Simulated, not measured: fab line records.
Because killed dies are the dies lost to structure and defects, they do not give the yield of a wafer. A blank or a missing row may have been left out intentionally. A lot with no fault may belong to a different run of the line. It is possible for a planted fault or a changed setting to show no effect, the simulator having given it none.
Which tool is to blame? | flow n5_finfet | Sampling: 23 lots, 69 wafers, 6 of 1938 route steps

== WHAT THE GAUGES READ, wafer by wafer ==
No reading from a measuring or inspecting step in the record can be judged against a usual standard deviation.

== WHAT TOOL EACH LOT RAN ON (gives the tool, then ch and the chambers of the sampled wafers, and finally the start) ==
lot  | N5_BEOL_M1_ETCH_41                            | N5_BEOL_M1_ANNEAL_82         | N5_BEOL_M1_SPUTTER_90        | N5_BEOL_M2_HM_DEP_02         | N5_BEOL_M2_ETCH_77                 | N5_BEOL_M2_TRENCH_ETCH_37
L074 | rie_diel-01 ch 0,1,2, day 6 06:49 or earlier  | pvd_sputter-02, day 6 06:49  | pvd_sputter-02, day 6 07:24  | pvd_sputter-01, day 6 12:32  | rie_diel-05 ch 0,1, day 6 15:04    | rie_diel-06 ch 1,2,3, no start
L075 | rie_diel-02 ch 1,3, day 6 17:58 or earlier    | pvd_sputter-01, day 6 17:58  | pvd_sputter-01, day 6 18:32  | pvd_sputter-01, day 6 21:26  | rie_diel-05 ch 2,3, day 7 00:09    | rie_diel-06 ch 0,3, no start
L076 | rie_diel-04 ch 2,3, day 6 21:10 or earlier    | pvd_sputter-02, day 6 21:10  | pvd_sputter-02, day 6 21:44  | pvd_sputter-02, day 7 01:04  | rie_diel-05 ch 0,3, day 7 03:06    | rie_diel-03 ch 2,3, no start
L077 | rie_diel-01 ch 0,3, day 7 16:13 or earlier    | pvd_sputter-03, day 7 16:13  | pvd_sputter-03, day 7 16:48  | pvd_sputter-03, day 7 19:36  | rie_diel-03 ch 0,1, day 7 21:09    | rie_diel-05 ch 0,1,2, no start
L079 | rie_diel-04 ch 0,1, day 7 19:47 or earlier    | pvd_sputter-01, day 7 19:47  | pvd_sputter-01, day 7 20:22  | pvd_sputter-03, day 7 23:10  | rie_diel-05 ch 0,2,3, day 8 01:07  | rie_diel-03 ch 1,2,3, no start
L078 | rie_diel-02 ch 0,1, day 7 20:43 or earlier    | pvd_sputter-03, day 7 20:43  | pvd_sputter-03, day 7 21:18  | pvd_sputter-01, day 7 23:45  | rie_diel-03 ch 0,1,2, day 8 02:13  | rie_diel-05 ch 1,3, no start
L080 | rie_diel-04 ch 0,3, day 7 20:55 or earlier    | pvd_sputter-02, day 7 20:55  | pvd_sputter-02, day 7 21:29  | pvd_sputter-03, day 7 23:59  | rie_diel-06 ch 0,1,3, day 8 02:37  | rie_diel-06 ch 0,3, no start
L081 | rie_diel-02 ch 2,3, day 8 03:56 or earlier    | pvd_sputter-02, day 8 03:56  | pvd_sputter-02, day 8 04:31  | pvd_sputter-01, day 8 06:48  | rie_diel-03 ch 2,3, day 8 08:15    | rie_diel-05 ch 0,3, no start
L082 | rie_diel-04 ch 1,2,3, day 8 04:53 or earlier  | pvd_sputter-03, day 8 04:53  | pvd_sputter-03, day 8 05:28  | pvd_sputter-03, day 8 08:05  | rie_diel-03 ch 0,1, day 8 09:40    | rie_diel-06 ch 0,1, no start
L083 | rie_diel-01 ch 0,2,3, day 8 12:40 or earlier  | pvd_sputter-03, day 8 12:40  | pvd_sputter-03, day 8 13:15  | pvd_sputter-02, day 8 15:24  | rie_diel-06 ch 0,1,2, day 8 17:16  | rie_diel-03 ch 0,2,3, no start
L084 | rie_diel-04 ch 0,2,3, day 8 16:01 or earlier  | pvd_sputter-02, day 8 16:01  | pvd_sputter-02, day 8 16:36  | pvd_sputter-02, day 8 18:58  | rie_diel-05 ch 0,2,3, day 8 20:39  | rie_diel-05 ch 0,2,3, no start
L085 | rie_diel-02 ch 1,2,3, day 9 02:35 or earlier  | pvd_sputter-03, day 9 02:35  | pvd_sputter-03, day 9 03:10  | pvd_sputter-03, day 9 06:07  | rie_diel-06 ch 1,2,3, day 9 07:43  | rie_diel-06 ch 0,1,3, no start
L086 | rie_diel-01 ch 1,2,3, day 9 04:56 or earlier  | pvd_sputter-02, day 9 04:56  | pvd_sputter-02, day 9 05:31  | pvd_sputter-01, day 9 11:05  | rie_diel-03 ch 1,2,3, day 9 12:49  | rie_diel-03 ch 0,2,3, no start
L087 | rie_diel-02 ch 2,3, day 9 15:14 or earlier    | pvd_sputter-02, day 9 15:14  | pvd_sputter-02, day 9 15:49  | pvd_sputter-02, day 9 18:42  | rie_diel-05 ch 0,3, day 10 00:59   | rie_diel-06 ch 1,2,3, no start
L088 | rie_diel-01 ch 0,1,3, day 10 01:40 or earlier | pvd_sputter-02, day 10 01:40 | pvd_sputter-02, day 10 02:15 | pvd_sputter-03, day 10 05:02 | rie_diel-03 ch 2,3, day 10 06:53   | rie_diel-05 ch 0,2, no start
L089 | rie_diel-01 ch 0,1, day 10 06:25 or earlier   | pvd_sputter-01, day 10 06:25 | pvd_sputter-01, day 10 06:59 | pvd_sputter-03, day 10 10:48 | rie_diel-03 ch 1,3, day 10 12:29   | rie_diel-06 ch 2,3, no start
L090 | rie_diel-02 ch 0,2,3, day 10 07:25 or earlier | pvd_sputter-02, day 10 07:25 | pvd_sputter-02, day 10 07:59 | pvd_sputter-02, day 10 11:16 | rie_diel-03 ch 1,3, day 10 12:46   | rie_diel-03 ch 1,2,3, no start
L091 | rie_diel-02 ch 0,1,3, day 10 09:13 or earlier | pvd_sputter-03, day 10 09:13 | pvd_sputter-03, day 10 09:48 | pvd_sputter-02, day 10 12:16 | rie_diel-03 ch 1,2,3, day 10 13:59 | rie_diel-05 ch 0,1,2, no start
L092 | rie_diel-02 ch 0,1,3, day 10 20:34 or earlier | pvd_sputter-01, day 10 20:34 | pvd_sputter-01, day 10 21:08 | pvd_sputter-01, day 10 23:07 | rie_diel-03 ch 0,2,3, day 11 00:58 | rie_diel-03 ch 0,2,3, no start
L093 | rie_diel-01 ch 1,2, day 11 02:42 or earlier   | pvd_sputter-03, day 11 02:42 | pvd_sputter-03, day 11 03:17 | pvd_sputter-01, day 11 06:38 | rie_diel-06 ch 0,2,3, day 11 08:16 | rie_diel-06 ch 0,2, no start
L094 | rie_diel-04 ch 0,3, day 11 08:22 or earlier   | pvd_sputter-01, day 11 08:22 | pvd_sputter-01, day 11 08:56 | pvd_sputter-01, day 11 11:13 | rie_diel-05 ch 0,1,2, day 11 12:45 | rie_diel-06 ch 0,2,3, no start
L096 | rie_diel-01 ch 1,2, day 11 16:45 or earlier   | pvd_sputter-03, day 11 16:45 | pvd_sputter-03, day 11 17:20 | pvd_sputter-01, day 11 20:15 | rie_diel-03 ch 0,1, day 11 21:57   | rie_diel-06 ch 0,1,2, no start
L097 | rie_diel-04 ch 0,2, day 12 00:25 or earlier   | pvd_sputter-03, day 12 00:25 | pvd_sputter-03, day 12 01:00 | pvd_sputter-01, day 12 03:39 | rie_diel-06 ch 2,3, day 12 05:12   | rie_diel-03 ch 2,3, no start
- N5_BEOL_M1_ETCH_41: etches SiCN in CH3F/O2, target depth 31.9 nm, time 57.8 s.
- N5_BEOL_M1_ANNEAL_82: time 240 s.
- N5_BEOL_M1_SPUTTER_90: material Cu, target thk 4.5 nm, time 8.29 s.
- N5_BEOL_M2_HM_DEP_02: deposits TiN, target thk 20 nm.
- N5_BEOL_M2_ETCH_77: etches underlayer in N2/H2, target depth 6.5 nm, time 5.2 s.
- N5_BEOL_M2_TRENCH_ETCH_37: etches SiOC in C4F6/O2, target depth 55.555 nm, time 29.2 s.

== AS READ BY THE TOOLS THEMSELVES (means over the sampled wafers that have a number; for cases with no such wafer, the mark the record gives instead) ==
N5_BEOL_M1_ETCH_41.
lot  | tool        | bias_w (W) | drypump_motor_current_A (A) | oes_product_au (a.u.) | rf_vpp_V (V) | showerhead_plenum_p_Torr (Torr) | throttle_valve_pct (%)
L074 | rie_diel-01 | 75.09      | 5.6                         | 0.76                  | 298.5        | 2.03                            | 16.33
L075 | rie_diel-02 | 74.95      | 5.4                         | 0.81                  | 299.8        | 2.05                            | 16.40
L076 | rie_diel-04 | 75.31      | 5.1                         | 0.86                  | 298.3        | 2.06                            | 16.28
L077 | rie_diel-01 | 74.66      | 5.4                         | 0.81                  | 298.8        | 2.10                            | 16.26
L079 | rie_diel-04 | 75.01      | 5.2                         | 0.78                  | 297.8        | 2.02                            | 16.24
L078 | rie_diel-02 | 75.09      | 5.9                         | 0.73                  | 299.9        | 2.08                            | 16.40
L080 | rie_diel-04 | 75.07      | 5.7                         | 0.79                  | 295.0        | 1.91                            | 16.42
L081 | rie_diel-02 | 74.96      | 5.0                         | 0.77                  | 297.1        | 1.98                            | 16.28
L082 | rie_diel-04 | 75.06      | 5.2                         | 0.76                  | 298.0        | 2.02                            | 16.36
L083 | rie_diel-01 | 74.83      | 5.5                         | 0.75                  | 298.9        | 2.06                            | 16.36
L084 | rie_diel-04 | 74.94      | 5.3                         | 0.85                  | 297.8        | 1.99                            | 16.26
L085 | rie_diel-02 | 74.84      | 5.2                         | 0.77                  | 297.3        | 2.01                            | 16.37
L086 | rie_diel-01 | 75.01      | 5.7                         | 0.80                  | 297.2        | 2.01                            | 16.20
L087 | rie_diel-02 | 75.04      | 5.1                         | 0.80                  | 297.0        | 1.96                            | 16.31
L088 | rie_diel-01 | 74.90      | 5.7                         | 0.83                  | 298.2        | 2.04                            | 16.13
L089 | rie_diel-01 | 75.00      | 5.8                         | 0.93                  | 297.3        | 2.01                            | 15.94
L090 | rie_diel-02 | 75.11      | 5.5                         | 0.82                  | 297.0        | 2.00                            | 16.12
L091 | rie_diel-02 | 74.87      | 5.7                         | 0.84                  | 298.0        | 2.03                            | 16.19
L092 | rie_diel-02 | 75.08      | 5.7                         | 0.83                  | 297.9        | 2.03                            | 16.20
L093 | rie_diel-01 | 75.09      | 5.8                         | 0.88                  | 296.0        | 1.97                            | 16.04
L094 | rie_diel-04 | 74.88      | 5.8                         | 0.75                  | 295.1        | 1.90                            | 16.46
L096 | rie_diel-01 | 75.11      | 5.8                         | 0.86                  | 296.5        | 1.97                            | 16.04
L097 | rie_diel-04 | 74.66      | 4.9                         | 0.87                  | 298.2        | 2.07                            | 16.16

N5_BEOL_M1_ANNEAL_82.
lot  | tool           | heater_power_w (W)
L074 | pvd_sputter-02 | 875
L075 | pvd_sputter-01 | 921
L076 | pvd_sputter-02 | 973
L077 | pvd_sputter-03 | 902
L079 | pvd_sputter-01 | 981
L078 | pvd_sputter-03 | 949
L080 | pvd_sputter-02 | 1069
L081 | pvd_sputter-02 | 983
L082 | pvd_sputter-03 | 795
L083 | pvd_sputter-03 | 814
L084 | pvd_sputter-02 | 841
L085 | pvd_sputter-03 | 809
L086 | pvd_sputter-02 | 948
L087 | pvd_sputter-02 | 940
L088 | pvd_sputter-02 | 824
L089 | pvd_sputter-01 | 931
L090 | pvd_sputter-02 | 932
L091 | pvd_sputter-03 | 880
L092 | pvd_sputter-01 | 917
L093 | pvd_sputter-03 | 877
L094 | pvd_sputter-01 | 928
L096 | pvd_sputter-03 | 774
L097 | pvd_sputter-03 | 811

N5_BEOL_M1_SPUTTER_90.
lot  | tool           | throttle_valve_pct (%)
L074 | pvd_sputter-02 | 31.3
L075 | pvd_sputter-01 | 30.7
L076 | pvd_sputter-02 | 30.1
L077 | pvd_sputter-03 | 28.9
L079 | pvd_sputter-01 | 31.2
L078 | pvd_sputter-03 | 30.1
L080 | pvd_sputter-02 | 29.7
L081 | pvd_sputter-02 | 30.6
L082 | pvd_sputter-03 | 30.2
L083 | pvd_sputter-03 | 29.4
L084 | pvd_sputter-02 | 30.7
L085 | pvd_sputter-03 | 29.3
L086 | pvd_sputter-02 | 30.3
L087 | pvd_sputter-02 | 30.2
L088 | pvd_sputter-02 | 30.6
L089 | pvd_sputter-01 | 30.5
L090 | pvd_sputter-02 | 30.4
L091 | pvd_sputter-03 | 29.5
L092 | pvd_sputter-01 | 30.6
L093 | pvd_sputter-03 | 29.8
L094 | pvd_sputter-01 | 30.7
L096 | pvd_sputter-03 | 30.6
L097 | pvd_sputter-03 | 30.0

N5_BEOL_M2_HM_DEP_02.
lot  | tool           | throttle_valve_pct (%)
L074 | pvd_sputter-01 | 30.7
L075 | pvd_sputter-01 | 31.3
L076 | pvd_sputter-02 | 30.4
L077 | pvd_sputter-03 | 30.4
L079 | pvd_sputter-03 | 30.6
L078 | pvd_sputter-01 | 30.3
L080 | pvd_sputter-03 | 28.8
L081 | pvd_sputter-01 | 31.2
L082 | pvd_sputter-03 | 29.4
L083 | pvd_sputter-02 | 30.2
L084 | pvd_sputter-02 | 30.6
L085 | pvd_sputter-03 | 30.5
L086 | pvd_sputter-01 | 30.6
L087 | pvd_sputter-02 | 29.7
L088 | pvd_sputter-03 | 29.5
L089 | pvd_sputter-03 | 30.9
L090 | pvd_sputter-02 | 30.1
L091 | pvd_sputter-02 | 30.5
L092 | pvd_sputter-01 | 30.6
L093 | pvd_sputter-01 | 30.4
L094 | pvd_sputter-01 | 30.5
L096 | pvd_sputter-01 | 30.6
L097 | pvd_sputter-01 | 30.9

N5_BEOL_M2_ETCH_77.
lot  | tool        | bias_w (W) | drypump_motor_current_A (A) | etch_rf_on_time_s (s) | oes_product_au (a.u.) | rf_vpp_V (V) | showerhead_plenum_p_Torr (Torr) | throttle_valve_pct (%)
L074 | rie_diel-05 | 150.0      | 5.5                         | 5.12                  | 0.63                  | 523.0        | 2.53                            | 17.86
L075 | rie_diel-05 | 149.5      | 5.5                         | 5.02                  | 0.71                  | 525.3        | 2.58                            | 17.62
L076 | rie_diel-05 | 149.8      | 5.4                         | 4.99                  | 0.77                  | 523.3        | 2.50                            | 17.87
L077 | rie_diel-03 | 149.7      | 5.8                         | 5.00                  | 0.75                  | 523.0        | 2.50                            | 17.78
L079 | rie_diel-05 | 150.2      | 5.5                         | 5.06                  | 0.69                  | 524.4        | 2.55                            | 17.76
L078 | rie_diel-03 | 149.9      | 5.9                         | 5.03                  | 0.73                  | 523.4        | 2.50                            | 17.87
L080 | rie_diel-06 | 150.0      | 5.6                         | 5.23                  | 0.62                  | 523.0        | 2.52                            | 17.76
L081 | rie_diel-03 | 150.1      | 6.0                         | 5.06                  | 0.67                  | 519.5        | 2.45                            | 17.92
L082 | rie_diel-03 | 149.9      | 5.9                         | 5.04                  | 0.74                  | 523.7        | 2.50                            | 17.78
L083 | rie_diel-06 | 150.3      | 5.4                         | 5.29                  | 0.69                  | 526.9        | 2.62                            | 17.67
L084 | rie_diel-05 | 150.4      | 5.5                         | 4.99                  | 0.68                  | 523.1        | 2.54                            | 17.77
L085 | rie_diel-06 | 149.9      | 5.8                         | 5.22                  | 0.68                  | 525.4        | 2.55                            | 17.59
L086 | rie_diel-03 | 149.7      | 5.7                         | 5.09                  | 0.73                  | 523.0        | 2.51                            | 17.89
L087 | rie_diel-05 | 149.9      | 5.4                         | 5.02                  | 0.71                  | 522.6        | 2.49                            | 17.90
L088 | rie_diel-03 | 150.2      | 6.0                         | 5.10                  | 0.66                  | 520.8        | 2.45                            | 17.94
L089 | rie_diel-03 | 149.9      | 5.5                         | 5.16                  | 0.74                  | 523.2        | 2.52                            | 17.82
L090 | rie_diel-03 | 149.9      | 5.4                         | 5.09                  | 0.76                  | 524.2        | 2.56                            | 17.86
L091 | rie_diel-03 | 150.2      | 5.7                         | 5.10                  | 0.71                  | 524.1        | 2.51                            | 17.90
L092 | rie_diel-03 | 150.1      | 6.0                         | 5.05                  | 0.68                  | 520.9        | 2.45                            | 17.87
L093 | rie_diel-06 | 150.1      | 5.7                         | 5.32                  | 0.73                  | 522.8        | 2.57                            | 17.69
L094 | rie_diel-05 | 149.8      | 5.5                         | 5.11                  | 0.61                  | 524.3        | 2.54                            | 17.84
L096 | rie_diel-03 | 149.7      | 5.8                         | 5.00                  | 0.71                  | 522.4        | 2.49                            | 17.82
L097 | rie_diel-06 | 150.2      | 6.2                         | 5.31                  | 0.64                  | 523.8        | 2.50                            | 17.73

N5_BEOL_M2_TRENCH_ETCH_37.
lot  | tool        | bias_w (W) | drypump_motor_current_A (A) | oes_product_au (a.u.) | rf_vpp_V (V) | showerhead_plenum_p_Torr (Torr) | throttle_valve_pct (%)
L074 | rie_diel-06 | 185.4      | 5.8                         | 0.73                  | 657          | 2.75                            | 20.70
L075 | rie_diel-06 | 184.6      | 5.9                         | 0.72                  | 671          | 2.80                            | 20.89
L076 | rie_diel-03 | 185.5      | 6.0                         | 0.81                  | 666          | 2.75                            | 20.82
L077 | rie_diel-05 | 184.9      | 5.5                         | 0.73                  | 664          | 2.87                            | 20.79
L079 | rie_diel-03 | 185.1      | 5.7                         | 0.88                  | 674          | 2.81                            | 20.82
L078 | rie_diel-05 | 185.0      | 5.2                         | 0.79                  | 668          | 2.82                            | 20.90
L080 | rie_diel-06 | 185.7      | 5.5                         | 0.70                  | 678          | 2.85                            | 20.98
L081 | rie_diel-05 | 185.2      | 5.4                         | 0.85                  | 664          | 2.81                            | 20.93
L082 | rie_diel-06 | 185.5      | 5.1                         | 0.72                  | 676          | 2.89                            | 20.87
L083 | rie_diel-03 | 185.1      | 6.0                         | 0.81                  | 666          | 2.76                            | 20.86
L084 | rie_diel-05 | 184.6      | 5.5                         | 0.79                  | 669          | 2.86                            | 20.82
L085 | rie_diel-06 | 185.4      | 5.6                         | 0.72                  | 669          | 2.82                            | 20.82
L086 | rie_diel-03 | 185.6      | 6.0                         | 0.79                  | 666          | 2.75                            | 20.87
L087 | rie_diel-06 | 185.4      | 5.9                         | 0.79                  | 661          | 2.85                            | 20.65
L088 | rie_diel-05 | 185.0      | 5.7                         | 0.73                  | 671          | 2.91                            | 20.73
L089 | rie_diel-06 | 185.1      | 6.1                         | 0.77                  | 662          | 2.82                            | 20.75
L090 | rie_diel-03 | 184.9      | 5.7                         | 0.83                  | 675          | 2.79                            | 20.85
L091 | rie_diel-05 | 184.5      | 5.5                         | 0.72                  | 664          | 2.86                            | 20.83
L092 | rie_diel-03 | 185.1      | 6.0                         | 0.79                  | 666          | 2.75                            | 20.89
L093 | rie_diel-06 | 184.4      | 5.2                         | 0.94                  | 674          | 2.94                            | 20.64
L094 | rie_diel-06 | 184.8      | 5.7                         | 0.84                  | 668          | 2.87                            | 20.71
L096 | rie_diel-06 | 184.5      | 5.4                         | 0.85                  | 666          | 2.91                            | 20.61
L097 | rie_diel-03 | 185.5      | 5.8                         | 0.80                  | 668          | 2.75                            | 20.86

== THE ANSWER, worked out from the rows above alone ==
Rule: usual is defined by the lots themselves. The widest of any qualifying gaps counts: lots, ordered by their means at a reading, are off when they make up no more than a third of the lots, leave a main group of 4 or more, and stand apart from it by 3 or more times the standard deviation of that group's means. A main group is skipped when, at the precision printed for the reading in the tables above, its means are all equal. A lot without any number at a reading at which 4 lots or more have one is off too. All remaining lots with rows at the step are treated as sound. First the gauges in route order, then the tools' own readings, where a lot's mean is used as printed above. At the first step where some lot is off, the reading lying furthest off is the one used; lots without a number count as furthest.
None of the lots is off at any reading shown; this tells nothing.

== WHAT HAD BEEN PUT IN BY THE SIMULATOR ==
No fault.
